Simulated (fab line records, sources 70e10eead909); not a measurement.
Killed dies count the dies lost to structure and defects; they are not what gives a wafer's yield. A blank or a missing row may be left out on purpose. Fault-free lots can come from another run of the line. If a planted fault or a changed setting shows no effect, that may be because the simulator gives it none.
Matching of chambers | flow nand-harc | NHARC_A_M0_ETCH_34 on rie-diel-02 has 4 sister chambers
The step etches the open film in N2/H2, target depth 40 nm, overetch 12 nm, time 43.94 s. 16 wafers are shown with their chamber, then 8 later ones without.

## WAFERS, EACH WITH ITS CHAMBER
wafer  | chamber | showerhead-plenum-p-Torr (Torr) | drypump-motor-current-A (A) | rf-vpp-V (V)
L078.1 | 3       | 2.14                            | 6.2                         | 433
L078.4 | 2       | 1.95                            | 5.3                         | 427
L078.6 | 1       | 2.06                            | 5.4                         | 432
L082.1 | 2       | 1.95                            | 5.3                         | 429
L082.2 | 1       | 2.06                            | 5.4                         | 430
L082.4 | 0       | 2.08                            | 5.6                         | 430
L081.2 | 2       | 1.95                            | 5.3                         | 428
L081.5 | 1       | 2.06                            | 5.4                         | 432
L081.6 | 0       | 2.09                            | 5.6                         | 432
L085.2 | 2       | 1.95                            | 5.3                         | 428
L085.3 | 0       | 2.08                            | 5.6                         | 431
L085.6 | 3       | 2.14                            | 6.2                         | 433
L087.2 | 3       | 2.14                            | 6.2                         | 434
L087.4 | 1       | 2.05                            | 5.3                         | 431
L087.5 | 1       | 2.05                            | 5.3                         | 432
L091.3 | 0       | 2.08                            | 5.6                         | 429

SIGNATURES (means of the wafers above)
reading                  | chamber 0 | chamber 1 | chamber 2 | chamber 3 | scatter within a chamber
showerhead-plenum-p-Torr | 2.0825    | 2.0560    | 1.9500    | 2.1400    | 0.00403
drypump-motor-current-A  | 5.600     | 5.360     | 5.300     | 6.200     | 0.0316
rf-vpp-V                 | 430.50    | 431.40    | 428.00    | 433.33    | 0.952
Rule: distance of a wafer from a chamber = root of the sum over the readings of ((wafer's reading minus chamber's mean) / reading's scatter) squared. The wafer belongs to the nearest chamber; if the next one is less than 2 further off, it can't be placed. The scatter is the square root of a quotient: the sum, over the shown wafers, of each reading's squared deviation from its chamber's mean, divided by wafers minus chambers.

## WAFERS MISSING THEIR CHAMBER
wafer  | showerhead-plenum-p-Torr (Torr) | drypump-motor-current-A (A) | rf-vpp-V (V)
L091.4 | 2.14                            | 6.2                         | 433
L091.6 | 1.95                            | 5.3                         | 427
L094.4 | 2.05                            | 5.4                         | 431
L094.5 | 1.95                            | 5.3                         | 428
L094.6 | 2.05                            | 5.4                         | 432
L093.3 | 1.94                            | 5.3                         | 428
L093.5 | 2.05                            | 5.4                         | 431
L093.6 | 1.94                            | 5.3                         | 427

## THE CHAMBER EACH PASSED THROUGH
wafer  | from the rows above | in truth
L091.4 | 3                   | 3
L091.6 | 2                   | 2
L094.4 | 1                   | 1
L094.5 | 2                   | 2
L094.6 | 1                   | 1
L093.3 | 2                   | 2
L093.5 | 1                   | 1
L093.6 | 2                   | 2
8 of 8 placed correctly. Can't be placed from these rows: 0. Number placed wrongly: 0.
